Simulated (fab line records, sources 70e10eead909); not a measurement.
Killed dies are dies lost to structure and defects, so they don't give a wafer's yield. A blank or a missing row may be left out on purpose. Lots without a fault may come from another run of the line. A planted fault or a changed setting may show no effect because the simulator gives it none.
Chamber matching | flow nand_harc | NHARC_A_STAIRCASE_ALD_415 on ald_hk-04: 4 sister chambers
The step deposits SiO2, target thk 30 nm, pulse time 6 s, ald cycles 300. 4 wafers are shown with their chamber, then 8 later ones without.

WAFERS WITH THEIR CHAMBER
wafer  | chamber | heater_power_w (W)
L076.1 | 0       | 482
L080.5 | 1       | 422
L082.6 | 2       | 477
L083.3 | 3       | 411

WAFERS WITHOUT THEIR CHAMBER
wafer  | heater_power_w (W)
L083.5 | 488
L083.6 | 410
L088.1 | 397
L088.2 | 480
L088.4 | 428
L095.2 | 493
L095.4 | 495
L095.5 | 480

WHICH CHAMBER EACH WENT THROUGH
wafer  | from the rows above     | in truth
L083.5 | can't be placed: 0 or 2 | 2
L083.6 | can't be placed: 3 or 1 | 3
L088.1 | can't be placed: 3 or 1 | 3
L088.2 | can't be placed: 0 or 2 | 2
L088.4 | can't be placed: 1 or 3 | 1
L095.2 | can't be placed: 0 or 2 | 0
L095.4 | can't be placed: 0 or 2 | 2
L095.5 | can't be placed: 0 or 2 | 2
Placed correctly: 0 of 8. Can't be placed from these rows: 8 (the true chamber is among the candidates in 8). Placed wrongly: 0.
How it was worked out, from the rows above alone: a wafer's distance from a chamber is the root of the sum, over the readings, of the square of ((its reading less the chamber's mean) divided by the reading's scatter). The wafer belongs to the nearest chamber; if the next one is less than 2 further off, it can't be placed. A chamber's mean is the mean of its shown wafers. The scatter: with one shown wafer a chamber, the root of the mean of the squares of how far each hidden wafer lies from its nearest shown one.
